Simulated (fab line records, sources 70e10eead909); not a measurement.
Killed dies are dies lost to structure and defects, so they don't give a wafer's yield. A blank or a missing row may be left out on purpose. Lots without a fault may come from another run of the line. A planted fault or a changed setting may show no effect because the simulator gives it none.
Problem report in the 8D (eight disciplines) form, filled by code | flow nand_harc | the parts of the form that need people (team, actions taken, sign-off) are left out

1. THE PROBLEM
time_to_endpoint_s at NHARC_P_M1_CMP_23 reads a mean of 14.1 s on 2 wafers of 1 lot; wafers without a fault read 28.1 s with a standard deviation of 2.8. That is -5.0 standard deviations from the usual mean.
The step: polishes, t overpolish 20 s, target thk 157.82 nm.
First seen on wafer L151.3, day 12 10:10, on cmp-03. The record holds 36 wafers of 12 lots with a number at this step. Rule for "out", or "out of limits": more than 4 standard deviations from the usual mean. The other wafers with a number count as sound.

2. WHAT IT IS AND WHAT IT IS NOT
question                    | is                 | is not
which readings at this step | time_to_endpoint_s | motor_current_A, slurry_filter_dp_kPa
which lots                  | L151               | L137, L138, L139, L140, L141, L143, L144, L153, L158, L159, L160
which wafers of those lots  | L151.3, L151.5     | L151.2
read on which tools         | cmp-03             | cmp-02, cmp-04
when                        | from day 12 10:10  | up to then (22 sound wafers); but 12 sound wafers of L153, L158, L159, L160 came after

3. SUSPECTS, AND WHAT RULES EACH OUT
Counting: a tool at a process step up to the reading stays a suspect if it ran every lot that is out. Sound lots after the first of them don't rule it out here, since some wafers of a struck lot are sound.
- pecvd-01 at NHARC_P_M0_PRE_CLEAN_31 (time 12 s): kept. It ran the lot that is out, L151 (day 12 06:43); its last sound lot up to then is L143 (day 8 15:31).
- rie_diel-01 at NHARC_P_M1_DESCUM_14 (chemistry O2, time 3 s): kept. It ran the lot that is out, L151 (day 12 08:04); its last sound lot up to then is L144 (day 9 00:37).
- pvd_sputter-02 at NHARC_P_M1_DEGAS_29 (time 60 s): kept. It ran the lot that is out, L151 (day 12 09:06); its last sound lot up to then is L139 (day 7 06:40).
- ecd_cu-01 at NHARC_P_M1_ECD_22 (material Cu, target thk 400 nm): kept. It ran the lot that is out, L151 (day 12 09:27); its last sound lot up to then is L138 (day 6 22:56).
- cmp-03 at NHARC_P_M1_CMP_23 (polishes, t overpolish 20 s, target thk 157.82 nm): kept. It ran the lot that is out, L151 (day 12 10:10); its last sound lot up to then is L144 (day 9 02:45). Its own readings are out on those wafers: time_to_endpoint_s.
- Within pecvd-01 at NHARC_P_M0_PRE_CLEAN_31: the wafers that are out ran in chambers 0, 2; their sound lot-mates ran in chamber 1.
- Within rie_diel-01 at NHARC_P_M1_DESCUM_14: the wafers that are out ran in chambers 0, 3; their sound lot-mates ran in chamber 2.
- Within ecd_cu-01 at NHARC_P_M1_ECD_22: the wafers that are out ran in chamber 0; their sound lot-mates ran in chamber 1.
- Within cmp-03 at NHARC_P_M1_CMP_23: the wafers that are out ran in chambers 0, 3; their sound lot-mates ran in chamber 2.
Left after counting: pecvd-01 at NHARC_P_M0_PRE_CLEAN_31, rie_diel-01 at NHARC_P_M1_DESCUM_14, pvd_sputter-02 at NHARC_P_M1_DEGAS_29, ecd_cu-01 at NHARC_P_M1_ECD_22, cmp-03 at NHARC_P_M1_CMP_23.

4. THE CAUSE (what the simulator had put in)
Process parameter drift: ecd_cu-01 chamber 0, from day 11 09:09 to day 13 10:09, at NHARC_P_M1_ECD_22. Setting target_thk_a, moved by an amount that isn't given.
Counting left 5 suspects, and this tool is among them.

5. THE CHAIN OF EFFECTS, in route order
Each row: a reading whose mean over the struck wafers that have a number lies more than 3 standard deviations from the usual. Only readings for which the record gives a usual standard deviation are gone through. hours: the time from each lot's start at the first step in this table that gives one to its start at this step, as a median over the lots. sigmas: the change in usual standard deviations.
hours | step              | reading            | usual  | on struck wafers | change | sigmas
0     | NHARC_P_M1_CMP_23 | time_to_endpoint_s | 28.1 s | 14.1             | -14.1  | -5.0
The process steps in it:
- NHARC_P_M1_CMP_23: polishes, t overpolish 20 s, target thk 157.82 nm.

6. WHAT WOULD HAVE CAUGHT IT SOONER
In this record the first reading out of limits was taken at day 12 10:10, 25 hours after the fault began at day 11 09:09.
Of the tool readings at NHARC_P_M1_ECD_22 for which the record gives a usual standard deviation, none was out on any struck wafer, so an alarm limit of 4 standard deviations on them would not have fired.
All the lots that are out (1) had begun NHARC_P_M1_ECD_22 on ecd_cu-01 by day 12 10:10. A hold on the tool at that time would have spared none of them.
